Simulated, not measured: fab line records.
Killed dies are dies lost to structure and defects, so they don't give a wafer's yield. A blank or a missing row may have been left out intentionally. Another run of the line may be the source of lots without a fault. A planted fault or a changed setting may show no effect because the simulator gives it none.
Split-lot experiment / flow n5 finfet / 21 wafers read across 7 lots, on a route 1938 steps long

## ON THE SPLIT
At N5_BEOL_M11_EXPOSE_25 (exposes mask V10), the setting dose mj was moved away from the recipe's 85.5 on 8 of the 21 wafers read, by -2.0% to +7.3%. The other wafers ran this setting at the recipe's value.

## FROM THE SPLIT TO THE READING: what the file shows between them, 2 steps
- N5_BEOL_M11_PEB_26: peb time 60 s
- N5_BEOL_M11_DEVELOP_27: develop time 30 s

## THE READING
cd nm, in nm, at N5_BEOL_M11_CD_MEAS_28 (target cd 70 nm). On this fab line, fault-free wafers typically give 69.7 nm with a standard deviation of 1.3 nm.

wafer=L077.1; tool, chamber at the split=arfi scanner-03, 0; dose mj as run=85.5; against the recipe=recipe; cd nm, nm=67.4; against lot-mates on the recipe=-
wafer=L077.2; tool, chamber at the split=arfi scanner-03, 0; dose mj as run=85.5; against the recipe=recipe; cd nm, nm=69.2; against lot-mates on the recipe=-
wafer=L077.3; tool, chamber at the split=arfi scanner-03, 0; dose mj as run=85.5; against the recipe=recipe; cd nm, nm=69.0; against lot-mates on the recipe=-
wafer=L076.2; tool, chamber at the split=arfi scanner-03, 0; dose mj as run=85.5; against the recipe=recipe; cd nm, nm=70.6; against lot-mates on the recipe=-
wafer=L076.4; tool, chamber at the split=arfi scanner-03, 0; dose mj as run=85.5; against the recipe=recipe; cd nm, nm=70.4; against lot-mates on the recipe=-
wafer=L076.6; tool, chamber at the split=arfi scanner-03, 0; dose mj as run=85.5; against the recipe=recipe; cd nm, nm=70.7; against lot-mates on the recipe=-
wafer=L080.2; tool, chamber at the split=arfi scanner-01, 0; dose mj as run=85.5; against the recipe=recipe; cd nm, nm=67.5; against lot-mates on the recipe=-
wafer=L080.4; tool, chamber at the split=arfi scanner-01, 0; dose mj as run=83.76; against the recipe=-2.0%; cd nm, nm=65.2; against lot-mates on the recipe=-2.3
wafer=L080.5; tool, chamber at the split=arfi scanner-01, 0; dose mj as run=83.76; against the recipe=-2.0%; cd nm, nm=66.0; against lot-mates on the recipe=-1.5
wafer=L090.3; tool, chamber at the split=arfi scanner-03, 0; dose mj as run=89.98; against the recipe=+5.2%; cd nm, nm=72.6; against lot-mates on the recipe=no lot-mate on the recipe
wafer=L090.4; tool, chamber at the split=arfi scanner-03, 0; dose mj as run=89.98; against the recipe=+5.2%; cd nm, nm=74.7; against lot-mates on the recipe=no lot-mate on the recipe
wafer=L090.6; tool, chamber at the split=arfi scanner-03, 0; dose mj as run=89.98; against the recipe=+5.2%; cd nm, nm=73.8; against lot-mates on the recipe=no lot-mate on the recipe
wafer=L094.1; tool, chamber at the split=arfi scanner-01, 0; dose mj as run=88.77; against the recipe=+3.8%; cd nm, nm=73.8; against lot-mates on the recipe=+3.6
wafer=L094.3; tool, chamber at the split=arfi scanner-01, 0; dose mj as run=85.5; against the recipe=recipe; cd nm, nm=70.2; against lot-mates on the recipe=-
wafer=L094.5; tool, chamber at the split=arfi scanner-01, 0; dose mj as run=85.5; against the recipe=recipe; cd nm, nm=70.1; against lot-mates on the recipe=-
wafer=L093.1; tool, chamber at the split=arfi scanner-03, 0; dose mj as run=85.5; against the recipe=recipe; cd nm, nm=70.2; against lot-mates on the recipe=-
wafer=L093.4; tool, chamber at the split=arfi scanner-03, 0; dose mj as run=85.5; against the recipe=recipe; cd nm, nm=71.6; against lot-mates on the recipe=-
wafer=L093.5; tool, chamber at the split=arfi scanner-03, 0; dose mj as run=91.77; against the recipe=+7.3%; cd nm, nm=76.2; against lot-mates on the recipe=+5.3
wafer=L097.2; tool, chamber at the split=arfi scanner-03, 0; dose mj as run=85.5; against the recipe=recipe; cd nm, nm=70.0; against lot-mates on the recipe=-
wafer=L097.3; tool, chamber at the split=arfi scanner-03, 0; dose mj as run=85.5; against the recipe=recipe; cd nm, nm=69.6; against lot-mates on the recipe=-
wafer=L097.4; tool, chamber at the split=arfi scanner-03, 0; dose mj as run=90.45; against the recipe=+5.8%; cd nm, nm=76.5; against lot-mates on the recipe=+6.7

FIT RESULTS
A straight line over all 21 wafers: cd nm changes by +0.995 nm for each +1% of dose mj; r = +0.91; the points scatter about the line by 1.3 nm.
The same after taking each lot's own level away (the mean of its wafers on the recipe; 18 wafers): +0.9 nm for each +1%; r = +0.96; scatter 0.68 nm.
According to that fit, moving dose mj by its largest amount changes the reading by 6.6 nm.
Measured against the standard deviation above, the lots' own levels, which go from 67.50 to 70.90 nm, span 2.6 times it.
In other words, the slope is changed by the lot-to-lot level; the two fits disagree.
Check: +7.87 nm against its lot-mates is what the line predicts for one of the wafers moved furthest among these (+7.3%) when that wafer is left out of the fit. It came out at +5.3 nm against them.

## FURTHER SPLITS ON THESE WAFERS
Note: prior to the reading, these wafers also went through further splits. Each is held against what the fit with the lots' levels taken away leaves over:
other split on the same wafers=N5_BEOL_M8_EXPOSE_08 dose mj; wafers away from the commonest value=7; r with cd nm (lot level and that fit taken away)=+0.25
other split on the same wafers=N5_BEOL_M10_COAT_64 spin rpm; wafers away from the commonest value=10; r with cd nm (lot level and that fit taken away)=+0.20
other split on the same wafers=N5_BEOL_M10_PEB_26 peb time s; wafers away from the commonest value=9; r with cd nm (lot level and that fit taken away)=-0.16
other split on the same wafers=N5_BEOL_M11_COAT_63 spin rpm; wafers away from the commonest value=6; r with cd nm (lot level and that fit taken away)=-0.04

## THE FILE'S OWN FIT
cd nm changes by +0.895 nm for each +1% of dose mj, r = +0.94.
